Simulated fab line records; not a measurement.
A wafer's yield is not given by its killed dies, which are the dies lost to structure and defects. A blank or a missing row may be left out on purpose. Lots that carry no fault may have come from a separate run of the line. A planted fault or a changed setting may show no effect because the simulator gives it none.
Matching of chambers :: flow n5-finfet :: N5_BEOL_M4_ETCH_69 on rie-diel-05 has 4 sister chambers
The step etches SiARC in CF4, target depth 15.6 nm, time 26 s. 4 wafers are shown with their chamber, then 7 later ones without.

== WAFERS, EACH WITH ITS CHAMBER ==
wafer: L078.5
chamber: 2
drypump-motor-current-A (A): 5.1

wafer: L094.4
chamber: 0
drypump-motor-current-A (A): 5.7

wafer: L095.3
chamber: 1
drypump-motor-current-A (A): 6.1

wafer: L095.5
chamber: 3
drypump-motor-current-A (A): 5.6

== WAFERS WITH NO CHAMBER GIVEN ==
wafer: L095.6
drypump-motor-current-A (A): 5.8

wafer: L096.1
drypump-motor-current-A (A): 5.8

wafer: L096.4
drypump-motor-current-A (A): 6.0

wafer: L096.5
drypump-motor-current-A (A): 5.6

wafer: L097.1
drypump-motor-current-A (A): 5.7

wafer: L097.5
drypump-motor-current-A (A): 5.6

wafer: L097.6
drypump-motor-current-A (A): 5.1

== EACH ONE'S CHAMBER ==
wafer: L095.6
from the rows above: can't be placed: 0 or 3
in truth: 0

wafer: L096.1
from the rows above: can't be placed: 0 or 3
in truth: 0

wafer: L096.4
from the rows above: 1
in truth: 1

wafer: L096.5
from the rows above: can't be placed: 3 or 0
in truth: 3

wafer: L097.1
from the rows above: can't be placed: 0 or 3
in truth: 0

wafer: L097.5
from the rows above: can't be placed: 3 or 0
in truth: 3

wafer: L097.6
from the rows above: 2
in truth: 2
2 of 7 placed correctly. Not placeable from these rows: 5 (in 5, the candidates include the true chamber). Number placed wrongly: 0.
How it was worked out, from the rows above alone: a wafer's distance from a chamber is the root of the sum, over the readings, of the square of ((its reading less the chamber's mean) divided by the reading's scatter). If the next closest chamber is less than 2 further off than the closest, the wafer can't be placed; otherwise it belongs to the closest. For every chamber, the mean is computed from those of its wafers that are shown. The scatter (one wafer shown for each chamber): square how far every hidden wafer sits from the nearest shown wafer, average those squares and take the square root.
